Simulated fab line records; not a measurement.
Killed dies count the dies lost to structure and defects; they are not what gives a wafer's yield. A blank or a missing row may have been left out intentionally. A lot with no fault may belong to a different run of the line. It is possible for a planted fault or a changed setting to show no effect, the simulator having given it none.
Problem report, 8D (eight disciplines) form, completed by code / flow n5 finfet / the parts of the form that need people (team, actions taken, sign-off) are left out

1. THE ISSUE
Wafers without a fault read 1500.1 rpm, standard deviation 0.91; spin speed rpm at N5_BEOL_M2_COAT_05 reads a mean of 1417.9 rpm on 6 wafers belonging to 2 lots. That puts it -90 standard deviations away from the usual mean.
The step: resist thk 30 nm.
The first sign was on wafer L540.2 at day 7 02:16, on litho track-01. Wafers with a number at this step in the record: 33, from 11 lots. By rule, "out" or "out of limits" means more than 4 standard deviations away from the usual mean. The other wafers with a number count as sound.

2. WHAT IT IS, WHAT IT ISN'T
question=which readings at this step | is=spin speed rpm | is not=dispense pressure kPa
question=which lots | is=L540, L541 | is not=L538, L539, L548, L552, L553, L554, L557, L558, L559
question=which wafers of those lots | is=all that have a number | is not=-
question=read on which tools | is=litho track-01 | is not=litho track-03
question=when | is=from day 7 02:16 | is not=up to then (6 sound wafers); but 21 sound wafers of L548, L552, L553, L554, L557, L558, L559 came after

3. WHAT RULES OUT EACH SUSPECT
Counting: a tool at a process step up to the reading stays a suspect if it ran every lot that is out and no sound lot after the first of them.
- litho track-01 at N5_BEOL_M2_COAT_05 (resist thk 30 nm): ruled out as a lasting fault. Following L540 (day 7 02:16), the first lot on it that is out, the sound lots L552, L553, L558, L559 were run on it.
Left after counting: nothing in the record.

4. THE CAUSE (what the simulator had put in)
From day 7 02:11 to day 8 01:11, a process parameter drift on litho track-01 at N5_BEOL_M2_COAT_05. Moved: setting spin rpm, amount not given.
Counting ruled it out, wrongly.

5. THE CHAIN OF EFFECTS, in route order
Each row: a reading whose mean over the struck wafers that have a number lies more than 3 standard deviations from the usual. Scope: only readings with a usual standard deviation given in the record; hours: median across lots of the time from each lot's start at the first step in this table that gives one to its start at this step; sigmas: change in usual standard deviations.
hours=0; step=N5_BEOL_M2_COAT_05; reading=spin speed rpm; usual=1500.1 rpm; on struck wafers=1417.9; change=-82.2; sigmas=-90
The process steps in it:
- N5_BEOL_M2_COAT_05: resist thk 30 nm.
Later steps that measure or inspect, where all struck wafers having a row at the step show a number for every such reading and not one has moved that far: N5_BEOL_M2_CD_MEAS_11, N5_BEOL_M2_INSPECT_13, N5_BEOL_M4_RC_MEAS_101.

6. HOW IT WOULD HAVE BEEN CAUGHT EARLIER
In this record the first reading out of limits was taken at day 7 02:16, 0 hours after the fault began at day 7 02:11.
